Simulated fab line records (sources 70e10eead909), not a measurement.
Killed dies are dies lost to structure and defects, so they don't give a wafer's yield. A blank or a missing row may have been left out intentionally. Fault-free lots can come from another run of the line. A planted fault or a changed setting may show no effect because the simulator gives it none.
fab line records -- flow nand-harc -- part 1 of 2: steps 1 to 3 of 6
record: lots: 24, wafers: 72, last-day: 34
route steps=1302 shown P_GATE@144 P_CONTACT@238 P_M0@266 P_M1@308
lots that met no fault: taken from a fault-free run of the same line
start-h: the number of hours between the record's first day and the start of the first shown wafer of the lot -- wait-h: hours since the lot's step before -- " repeats the value in the row above -- L1.1+2: a single row standing in for several wafers -- - value missing, or start not given -- * or withheld: withheld -- < > ~ a bound
route shown NAME@n: a module of which the file shows steps, and the number in the route of the first -- usual: mean and standard deviation over wafers with no fault -- same: alike in all rows -- chamber/n: place in a boat -- sites: the reading at each site -- _std_site: standard deviation across them -- _edge_site: inner sites' mean taken away from outer sites' mean -- radius-mm: how far each site lies from the wafer's centre -- mask NAME#n: copy n -- behind: tool/chamber where the wafer was last shaped -- hold: why the lot was held/for how many hours/how that ended -- device: names the non-switching transistor (n, p or np) -- end of line: at the end of the route, the tests of the same wafers -- a step given without rows: its recipe and nothing more -- killed: at the first sort, the dies lost to defects and structure; wafer yield is something else -- map: shows each die of a wafer: x if killed, . if not, _ if none is there
set.NAME: the setting the step ran with; set.NAME@STEP: the setting that earlier step ran with -- model.NAME: the simulator's own value behind a step, which no gauge read
the route's steps for a sample of lots (tables are steps, rows are wafers)
services: the hour from which a tool's chamber was out of use, counted from the record's first day as start-h (under 0 if before that day), plus the number of hours and why
== steps ==
step: NHARC_P_GATE_DESCUM_31
recipe: time-s: 3, o2-flow-sccm: 200, ar-flow-sccm: 0, bias-power-w: 0, chemistry: O2
usual: chamber-pressure-mTorr: 60.00/0.058, drypump-motor-current-A: 5.6/0.39, o2-flow-sccm: 200.0/0.68, oes-product-au: 1.001/0.01, rf-vpp-V: 57.8/0.85, showerhead-plenum-p-Torr: 1.92/0.07, throttle-valve-pct: 11.311/0.0082
lot.wafer,tool,chamber,start-h,wait-h,chamber-pressure-mTorr,drypump-motor-current-A,o2-flow-sccm,oes-product-au,rf-hours-counter-h,rf-vpp-V,showerhead-plenum-p-Torr,throttle-valve-pct
L074.2,rie-diel-01,0,96.70,0.1,60.00,4.9,200.1,1.019,3,57.3,1.86,11.303
L074.4,rie-diel-01,1,96.70,0.1,59.91,5.5,199.5,1.026,2,58.1,1.98,11.306
L074.3,rie-diel-01,2,96.70,0.1,59.99,6.0,199.5,1.012,2,58.3,1.87,11.305
L075.2,rie-diel-10,1,107.20,0.1,60.10,5.5,200.1,1.003,3,57.5,1.91,11.317
L075.1,rie-diel-10,2,107.20,0.1,60.02,5.7,198.8,1.015,2,56.3,1.94,11.313
L075.5,rie-diel-10,0,107.20,0.1,59.95,6.0,199.7,0.995,-,57.9,2.06,11.296
L076.3,rie-diel-01,0,121.19,0.1,60.04,4.9,200.4,1.015,5,56.8,1.86,11.304
L076.2,rie-diel-01,3,121.19,0.1,60.00,5.1,199.7,0.979,5,57.0,1.84,11.325
L076.5,rie-diel-01,1,121.19,0.1,60.07,5.5,200.3,1.007,-,58.5,1.98,11.302
L077.4,rie-diel-03,0,121.44,0.1,60.02,5.4,200.1,0.991,0,57.6,1.98,11.312
L077.3,rie-diel-03,2,121.44,0.1,60.02,4.9,198.7,1.010,0,58.1,1.97,11.320
L077.5,rie-diel-03,0,121.44,0.1,60.00,5.4,201.0,0.994,-,57.5,1.98,11.317
L078.4,rie-diel-10,3,140.01,0.1,60.05,5.6,200.3,1.003,3,55.7,1.87,11.305
L078.5,rie-diel-10,1,140.01,0.1,59.99,5.5,200.1,0.989,-,57.5,1.91,11.301
L078.6,rie-diel-10,2,140.01,0.1,60.13,5.7,200.5,1.012,-,57.6,1.94,11.313
L079.2,rie-diel-10,2,145.41,0.1,59.96,5.8,200.3,1.013,4,56.9,1.94,11.304
L079.1,rie-diel-10,3,145.41,0.1,59.91,5.6,200.8,0.987,4,58.0,1.87,11.306
L079.4,rie-diel-10,1,145.41,0.1,60.01,5.6,200.1,0.990,5,58.1,1.91,11.298
L080.4,rie-diel-03,3,156.87,0.1,59.99,6.1,200.3,0.994,3,57.9,1.80,11.314
L080.3,rie-diel-03,2,156.87,0.1,59.94,4.9,199.4,0.992,4,59.1,1.97,11.313
L080.6,rie-diel-03,0,156.87,0.1,60.00,5.4,200.6,0.984,-,59.1,1.98,11.303
L081.2,rie-diel-10,2,161.66,0.1,60.05,5.7,200.5,1.024,5,58.3,1.94,11.310
L081.1,rie-diel-10,3,161.66,0.1,59.93,5.6,200.4,0.995,4,56.7,1.87,11.310
L081.5,rie-diel-10,3,161.66,0.1,60.03,5.6,200.6,1.001,-,58.1,1.87,11.304
L082.2,rie-diel-10,1,173.61,0.1,59.98,5.5,200.0,0.996,7,57.5,1.90,11.318
L082.3,rie-diel-10,2,173.61,0.1,60.00,5.8,199.8,1.012,7,56.7,1.94,11.323
L082.4,rie-diel-10,3,173.61,0.1,59.97,5.6,199.7,0.994,6,58.5,1.87,11.297
L083.2,rie-diel-01,0,183.68,0.1,59.95,5.0,200.2,1.015,8,57.5,1.86,11.312
L083.3,rie-diel-01,3,183.68,0.1,59.99,5.1,201.1,0.996,8,58.7,1.84,11.314
L083.6,rie-diel-01,0,183.68,0.1,60.04,4.9,200.3,1.005,-,57.5,1.86,11.318
L084.3,rie-diel-01,2,200.68,0.1,59.99,6.0,199.7,1.010,7,55.8,1.87,11.310
L084.1,rie-diel-01,3,200.68,0.1,60.10,5.1,200.7,0.998,9,58.3,1.84,11.309
L084.6,rie-diel-01,3,200.68,0.1,60.00,5.1,200.2,0.995,-,57.3,1.84,11.305
L085.3,rie-diel-10,3,207.86,0.1,60.10,5.6,199.2,1.002,7,59.2,1.87,11.317
L085.1,rie-diel-10,2,207.86,0.1,59.96,5.8,200.1,1.004,8,56.9,1.94,11.317
L085.6,rie-diel-10,3,207.86,0.1,60.00,5.6,199.1,0.997,-,56.7,1.87,11.321
L086.4,rie-diel-10,2,217.88,0.1,59.90,5.8,199.5,1.020,-,58.1,1.94,11.326
L086.5,rie-diel-10,3,217.88,0.1,60.07,5.6,200.4,1.002,-,55.5,1.87,11.298
L086.6,rie-diel-10,0,217.88,0.1,59.96,6.0,199.8,1.000,-,58.6,2.06,11.316
L087.4,rie-diel-01,3,221.70,0.1,59.92,5.1,199.8,0.992,0,57.9,1.84,11.302
L087.2,rie-diel-01,0,221.70,0.1,60.05,4.9,199.7,1.005,0,57.5,1.86,11.306
L087.3,rie-diel-01,1,221.70,0.1,59.96,5.5,199.0,1.005,0,58.6,1.98,11.315
L089.4,rie-diel-01,0,244.72,0.1,59.97,4.9,200.7,1.003,2,56.3,1.86,11.322
L089.2,rie-diel-01,2,244.72,0.1,59.89,6.0,199.6,0.994,2,58.2,1.87,11.301
L089.5,rie-diel-01,3,244.72,0.1,59.94,5.1,198.0,0.993,-,57.5,1.84,11.314
L088.2,rie-diel-03,3,245.49,0.1,59.88,6.1,200.4,1.006,10,57.8,1.80,11.311
L088.3,rie-diel-03,1,245.49,0.1,60.00,6.1,198.8,0.982,10,57.4,1.97,11.317
L088.5,rie-diel-03,2,245.49,0.1,60.03,4.9,200.8,0.999,-,58.4,1.96,11.311
L090.4,rie-diel-03,0,261.38,0.1,59.92,5.4,198.6,0.988,11,56.9,1.98,11.296
L090.1,rie-diel-03,1,261.38,0.1,60.00,6.1,200.5,0.981,11,56.9,1.97,11.320
L090.5,rie-diel-03,1,261.38,0.1,60.05,6.1,200.0,0.985,-,58.4,1.97,11.304
L091.3,rie-diel-01,2,270.79,0.1,60.08,6.0,199.8,0.989,3,58.2,1.87,11.313
L091.1,rie-diel-01,3,270.79,0.1,60.01,5.1,198.4,0.991,3,58.3,1.84,11.326
L091.5,rie-diel-01,2,270.79,0.1,59.98,6.0,200.1,0.997,-,57.8,1.87,11.328
L092.1,rie-diel-01,0,272.96,0.1,60.03,4.9,199.6,1.009,2,58.2,1.86,11.311
L092.3,rie-diel-01,3,272.96,0.1,59.96,5.1,200.0,1.003,3,58.2,1.84,11.322
L092.5,rie-diel-01,1,272.96,0.1,60.04,5.5,200.3,0.991,-,56.8,1.97,11.315
L093.4,rie-diel-10,2,286.10,0.1,60.00,5.8,199.3,1.003,3,57.4,1.94,11.329
L093.3,rie-diel-10,3,286.10,0.1,60.07,5.6,199.9,1.007,2,58.9,1.87,11.324
L093.5,rie-diel-10,1,286.10,0.1,59.93,5.5,201.4,0.999,-,58.1,1.90,11.302
L095.4,rie-diel-03,0,302.12,0.1,60.12,5.4,200.4,0.998,0,58.8,1.98,11.300
L095.6,rie-diel-03,3,302.12,0.1,59.94,6.1,199.7,1.001,-,57.1,1.80,11.302
L095.5,rie-diel-03,0,302.12,0.1,60.07,5.4,200.2,1.006,-,58.1,1.98,11.321
L094.3,rie-diel-01,2,302.38,0.1,60.04,6.0,200.8,0.986,5,59.3,1.87,11.301
L094.2,rie-diel-01,1,302.38,0.1,60.03,5.5,200.0,1.001,4,57.2,1.97,11.308
L094.4,rie-diel-01,3,302.38,0.1,60.02,5.1,199.2,0.993,-,57.5,1.84,11.310
L096.1,rie-diel-03,2,315.55,0.1,59.85,4.9,198.8,1.004,3,58.4,1.96,11.308
L096.3,rie-diel-03,0,315.55,0.1,60.12,5.4,199.1,1.022,1,57.5,1.98,11.315
L096.6,rie-diel-03,2,315.55,0.1,59.96,4.9,200.4,1.009,-,58.5,1.96,11.317
L097.4,rie-diel-10,0,332.85,0.1,60.01,6.0,200.9,0.994,3,59.8,2.06,11.321
L097.3,rie-diel-10,1,332.85,0.1,60.02,5.5,199.4,1.004,3,59.8,1.90,11.311
L097.5,rie-diel-10,0,332.85,0.1,60.04,6.0,201.0,0.998,-,58.3,2.06,11.305
step: NHARC_P_CONTACT_ETCH_18
recipe: target-depth-a: 4810, time-s: 240.5, c4f8-flow-sccm: 20, o2-flow-sccm: 10, ar-flow-sccm: withheld, rf-w: 600, bias-w: 1500, chemistry: C4F8/O2/Ar
usual: chamber-pressure-mTorr: 24.998/0.023, oes-product-au: 0.953/0.017, rf-vpp-V: 979/4.9
lot.wafer,tool,chamber,start-h,wait-h,chamber-pressure-mTorr,oes-product-au,rf-hours-counter-h,rf-vpp-V
L074.3,rie-diel-09,3,-,-,25.027,0.970,3.9,976
L074.2,rie-diel-09,0,-,-,24.978,0.954,3.9,980
L074.4,rie-diel-09,1,-,-,24.997,0.976,4.0,974
L075.2,rie-diel-09,0,-,-,25.066,0.922,4.2,982
L075.1,rie-diel-09,1,-,-,25.011,0.961,4.2,973
L075.5,rie-diel-09,3,-,-,25.005,0.942,-,978
L076.3,rie-diel-11,1,-,-,24.970,0.935,1.0,982
L076.2,rie-diel-11,3,-,-,24.984,0.958,1.1,974
L076.5,rie-diel-11,0,-,-,24.998,0.957,-,977
L077.3,rie-diel-09,2,-,-,24.990,0.973,4.4,974
L077.4,rie-diel-09,3,-,-,25.005,0.972,4.9,976
L077.5,rie-diel-09,1,-,-,24.998,0.971,-,974
L078.6,rie-diel-09,0,-,-,25.010,0.957,-,977
L078.4,rie-diel-09,1,-,-,25.004,0.951,-,974
L078.5,rie-diel-09,2,-,-,24.958,0.958,-,976
L079.4,rie-diel-11,0,-,-,24.960,0.940,2.1,979
L079.1,rie-diel-11,2,-,-,25.016,0.958,2.1,986
L079.2,rie-diel-11,3,-,-,24.985,0.945,2.1,974
L080.3,rie-diel-09,1,-,-,25.002,0.921,1.0,974
L080.4,rie-diel-09,3,-,-,24.999,0.921,0.4,975
L080.6,rie-diel-09,1,-,-,24.981,0.928,-,973
L081.1,rie-diel-08,3,-,-,24.969,0.958,8.1,972
L081.2,rie-diel-08,0,-,-,24.993,0.959,7.9,984
L081.5,rie-diel-08,2,-,-,25.003,0.962,-,986
L082.4,rie-diel-11,0,-,-,24.979,0.937,3.0,978
L082.2,rie-diel-11,1,-,-,25.003,0.947,2.9,984
L082.3,rie-diel-11,3,-,-,24.977,0.939,2.6,975
L083.2,rie-diel-08,2,-,-,24.990,0.962,0.3,986
L083.3,rie-diel-08,3,-,-,25.015,0.952,0.3,972
L083.6,rie-diel-08,0,-,-,24.996,0.982,-,985
L084.1,rie-diel-08,3,221.42,0.4,25.017,0.957,2.7,972
L084.3,rie-diel-08,2,221.42,0.4,25.005,1.003,0.7,986
L084.6,rie-diel-08,2,221.42,0.4,24.996,0.993,-,987
L085.1,rie-diel-09,3,-,-,24.976,0.958,1.4,977
L085.3,rie-diel-09,1,-,-,25.019,0.945,2.5,973
L085.6,rie-diel-09,3,-,-,24.970,0.947,-,976
L086.4,rie-diel-11,3,-,-,25.031,0.966,3.6,975
L086.5,rie-diel-11,1,-,-,25.003,0.949,-,984
L086.6,rie-diel-11,2,-,-,25.020,0.949,-,987
L087.4,rie-diel-09,0,-,-,25.018,0.948,2.9,981
L087.2,rie-diel-09,1,-,-,24.957,0.950,3.0,975
L087.3,rie-diel-09,2,-,-,25.064,0.978,3.0,973
L089.4,rie-diel-11,1,-,-,25.013,0.975,0.3,984
L089.2,rie-diel-11,2,-,-,25.008,0.968,0.2,987
L089.5,rie-diel-11,1,-,-,24.989,0.976,-,984
L088.2,rie-diel-11,1,-,-,24.972,0.971,0.7,983
L088.3,rie-diel-11,0,-,-,25.021,0.967,0.6,978
L088.5,rie-diel-11,2,-,-,25.008,0.961,-,988
L090.4,rie-diel-09,3,-,-,25.006,0.934,2.7,976
L090.1,rie-diel-09,1,-,-,25.003,0.944,3.9,974
L090.5,rie-diel-09,0,-,-,25.012,0.933,-,980
L091.3,rie-diel-09,2,-,-,24.960,0.959,4.2,975
L091.1,rie-diel-09,3,-,-,25.039,0.970,3.1,976
L091.5,rie-diel-09,1,-,-,25.010,0.958,-,973
L092.1,rie-diel-11,1,-,-,24.955,0.945,1.5,983
L092.3,rie-diel-11,3,-,-,24.979,0.958,1.1,975
L092.5,rie-diel-11,1,-,-,24.971,0.945,-,984
L093.3,rie-diel-09,2,-,-,25.001,0.984,5.1,973
L093.4,rie-diel-09,3,-,-,25.002,0.957,3.9,976
L093.5,rie-diel-09,1,-,-,24.996,0.964,-,973
L095.4,rie-diel-11,2,-,-,25.006,0.963,2.2,988
L095.6,rie-diel-11,3,-,-,25.010,0.959,-,976
L095.5,rie-diel-11,0,-,-,24.976,0.938,-,977
L094.2,rie-diel-08,3,-,-,25.009,0.929,7.3,974
L094.4,rie-diel-08,1,-,-,25.008,0.923,4.7,973
L094.3,rie-diel-08,2,-,-,25.015,0.930,6.2,986
L096.3,rie-diel-11,3,-,-,24.979,0.981,2.3,975
L096.1,rie-diel-11,0,-,-,25.030,0.960,2.5,977
L096.6,rie-diel-11,1,-,-,24.924,0.978,-,983
L097.3,rie-diel-09,0,-,-,25.013,0.916,0.7,981
L097.4,rie-diel-09,3,-,-,24.989,0.925,0.7,976
L097.5,rie-diel-09,1,-,-,25.018,0.930,-,975
step: NHARC_P_M0_DESCUM_14
recipe: time-s: 3, o2-flow-sccm: 200, ar-flow-sccm: 0, bias-power-w: 0, chemistry: O2
usual: chamber-pressure-mTorr: 60.00/0.06, drypump-motor-current-A: 5.9/0.41, o2-flow-sccm: 200.0/0.53, oes-product-au: 0.996/0.0093, rf-vpp-V: 57.8/0.91, showerhead-plenum-p-Torr: 1.90/0.088, throttle-valve-pct: 11.311/0.0095
lot.wafer,tool,chamber,start-h,wait-h,chamber-pressure-mTorr,drypump-motor-current-A,o2-flow-sccm,oes-product-au,rf-hours-counter-h,rf-vpp-V,showerhead-plenum-p-Torr,throttle-valve-pct
L074.4,rie-diel-02,0,120.95,0.1,59.91,5.8,200.1,0.987,25,56.5,1.77,11.304
L074.3,rie-diel-02,1,120.95,0.1,60.06,5.0,200.6,1.009,25,57.2,1.79,11.309
L074.2,rie-diel-02,2,120.95,0.1,60.01,6.5,199.2,1.003,21,57.0,1.91,11.300
L075.1,rie-diel-05,2,131.12,0.1,59.97,5.8,199.2,1.003,11,58.2,1.89,11.295
L075.2,rie-diel-05,0,131.12,0.1,59.94,6.0,199.8,0.989,11,58.0,1.79,11.304
L075.5,rie-diel-05,3,131.12,0.1,59.95,5.7,199.9,1.013,-,56.5,1.97,11.318
L076.2,rie-diel-12,0,145.28,0.1,60.03,4.9,200.4,0.981,14,58.3,1.81,11.333
L076.3,rie-diel-12,1,145.28,0.1,60.00,6.5,199.9,1.000,15,57.2,1.92,11.304
L076.5,rie-diel-12,3,145.28,0.1,59.96,5.7,200.1,0.992,-,56.5,2.00,11.321
L077.3,rie-diel-12,0,145.77,0.1,59.98,4.9,200.3,0.984,14,57.9,1.81,11.307
L077.5,rie-diel-12,0,145.77,0.1,59.91,4.9,199.6,0.981,-,57.1,1.81,11.296
L077.4,rie-diel-12,1,145.77,0.1,59.96,6.5,199.5,1.004,-,59.3,1.92,11.303
L078.4,rie-diel-12,3,164.26,0.1,60.00,5.7,199.4,0.972,18,57.7,2.00,11.297
L078.6,rie-diel-12,2,164.26,0.1,60.03,5.1,200.4,0.994,-,56.5,1.79,11.320
L078.5,rie-diel-12,3,164.26,0.1,60.06,5.7,198.8,0.983,-,58.9,2.00,11.310
L079.2,rie-diel-05,0,169.98,0.1,60.08,6.0,199.4,0.993,19,59.0,1.79,11.327
L079.1,rie-diel-05,1,169.98,0.1,60.05,6.2,199.4,0.985,15,59.0,2.02,11.314
L079.4,rie-diel-05,3,169.98,0.1,59.98,5.7,201.1,1.008,17,58.2,1.97,11.329
L080.3,rie-diel-05,2,181.09,0.1,60.06,5.9,200.1,0.999,20,57.5,1.88,11.311
L080.4,rie-diel-05,3,181.09,0.1,59.99,5.7,200.0,0.993,18,57.8,1.97,11.300
L080.6,rie-diel-05,2,181.09,0.1,60.04,5.9,199.8,0.996,-,57.6,1.88,11.312
L081.1,rie-diel-05,3,186.36,0.2,60.14,5.7,200.3,1.002,21,57.9,1.97,11.328
L081.2,rie-diel-05,0,186.36,0.2,59.99,6.0,199.1,0.985,23,57.2,1.79,11.330
L081.5,rie-diel-05,0,186.36,0.2,60.09,6.0,199.5,0.988,-,57.8,1.79,11.310
L082.3,rie-diel-02,3,199.90,0.1,60.10,5.9,201.0,0.994,53,57.6,1.87,11.321
L082.2,rie-diel-02,0,199.90,0.1,59.89,5.8,200.5,0.994,51,58.1,1.76,11.312
L082.4,rie-diel-02,3,199.90,0.1,59.86,5.9,200.1,0.981,-,56.9,1.87,11.297
L083.2,rie-diel-12,1,208.19,0.1,59.94,6.5,200.2,1.003,34,58.0,1.91,11.305
L083.3,rie-diel-12,2,208.19,0.1,60.11,5.1,200.1,0.994,-,58.3,1.78,11.308
L083.6,rie-diel-12,2,208.19,0.1,59.96,5.1,200.2,0.997,-,55.9,1.78,11.295
L084.3,rie-diel-05,0,225.18,0.1,60.00,6.0,200.8,0.999,31,57.5,1.79,11.317
L084.1,rie-diel-05,2,225.18,0.1,60.15,5.9,200.0,1.002,32,57.7,1.88,11.314
L084.6,rie-diel-05,1,225.18,0.1,59.99,6.2,200.2,0.993,-,58.0,2.02,11.324
L085.1,rie-diel-12,3,232.17,0.1,60.14,5.7,199.9,0.973,43,57.6,1.99,11.323
L085.3,rie-diel-12,1,232.17,0.1,60.05,6.5,200.3,1.005,43,58.9,1.91,11.315
L085.6,rie-diel-12,1,232.17,0.1,60.03,6.5,200.9,1.007,-,57.5,1.91,11.304
L086.4,rie-diel-12,0,242.94,0.1,59.92,4.9,199.8,0.999,26,58.1,1.81,11.308
L086.5,rie-diel-12,3,242.94,0.1,59.96,5.7,200.4,0.989,-,57.1,1.99,11.306
L086.6,rie-diel-12,0,242.94,0.1,59.97,4.9,200.2,0.992,-,57.8,1.81,11.293
L087.3,rie-diel-05,3,246.63,0.1,59.97,5.7,200.7,0.995,1,58.4,1.97,11.303
L087.2,rie-diel-05,0,246.63,0.1,60.00,6.0,200.7,1.006,1,57.0,1.79,11.315
L087.4,rie-diel-05,2,246.63,0.1,60.05,5.8,200.2,1.006,1,56.6,1.88,11.306
L089.4,rie-diel-02,3,268.80,0.1,60.01,6.0,200.4,0.987,14,56.2,1.86,11.315
L089.2,rie-diel-02,1,268.80,0.1,60.00,5.0,199.9,1.003,12,57.1,1.78,11.311
L089.5,rie-diel-02,2,268.80,0.1,60.05,6.5,199.7,1.002,-,56.8,1.89,11.304
L088.3,rie-diel-05,0,269.72,0.1,60.01,6.0,199.5,1.007,4,55.7,1.79,11.312
L088.2,rie-diel-05,2,269.72,0.1,59.90,5.8,199.8,1.001,5,57.1,1.88,11.295
L088.5,rie-diel-05,0,269.72,0.1,59.97,6.0,199.7,1.020,-,54.9,1.79,11.300
L090.4,rie-diel-05,2,287.73,0.1,59.98,5.9,200.0,1.000,8,57.7,1.88,11.322
L090.1,rie-diel-05,0,287.73,0.1,60.03,6.0,200.4,1.004,8,58.7,1.79,11.303
L090.5,rie-diel-05,1,287.73,0.1,60.00,6.2,199.7,0.990,-,58.9,2.02,11.304
L091.3,rie-diel-05,3,295.08,0.1,59.99,5.7,201.3,1.006,9,58.1,1.96,11.317
L091.1,rie-diel-05,1,295.08,0.1,60.02,6.2,199.3,0.988,10,58.1,2.02,11.311
L091.5,rie-diel-05,3,295.08,0.1,59.99,5.7,200.8,1.010,-,56.4,1.96,11.316
L092.3,rie-diel-05,3,297.04,0.1,59.90,5.7,199.8,1.009,9,57.9,1.96,11.335
L092.1,rie-diel-05,0,297.04,0.1,59.97,6.0,199.6,1.018,10,57.7,1.79,11.308
L092.5,rie-diel-05,2,297.04,0.1,59.99,5.9,200.8,0.998,-,57.5,1.88,11.312
L093.3,rie-diel-05,3,310.47,0.1,60.11,5.7,199.5,0.996,12,58.2,1.96,11.323
L093.4,rie-diel-05,1,310.47,0.1,59.96,6.2,200.4,0.996,15,58.5,2.01,11.318
L093.5,rie-diel-05,3,310.47,0.1,60.10,5.7,200.0,1.004,-,57.8,1.96,11.302
L095.4,rie-diel-05,2,326.46,0.1,60.10,5.9,199.5,0.996,17,57.3,1.87,11.302
L095.6,rie-diel-05,1,326.46,0.1,60.07,6.2,199.6,0.980,-,59.4,2.01,11.316
L095.5,rie-diel-05,2,326.46,0.1,59.96,5.8,200.7,0.993,-,58.1,1.87,11.319
L094.3,rie-diel-05,0,326.80,0.1,59.99,6.0,199.6,0.997,16,57.2,1.78,11.299
L094.2,rie-diel-05,1,326.80,0.1,60.06,6.2,200.5,0.977,17,58.6,2.01,11.312
L094.4,rie-diel-05,2,326.80,0.1,60.00,5.8,201.2,1.001,17,57.7,1.88,11.305
L096.1,rie-diel-05,1,339.60,0.1,59.92,6.2,199.9,0.985,19,57.4,2.01,11.328
L096.3,rie-diel-05,2,339.60,0.1,60.06,5.8,200.8,1.000,20,58.0,1.87,11.317
L096.6,rie-diel-05,0,339.60,0.1,60.17,6.0,200.3,1.000,-,57.5,1.78,11.311
L097.4,rie-diel-05,3,357.42,0.1,60.09,5.8,200.2,0.997,21,58.9,1.96,11.301
L097.3,rie-diel-05,0,357.42,0.1,60.06,6.0,200.5,1.005,22,57.3,1.78,11.313
L097.5,rie-diel-05,0,357.42,0.1,60.00,6.0,201.1,1.005,-,55.9,1.78,11.322
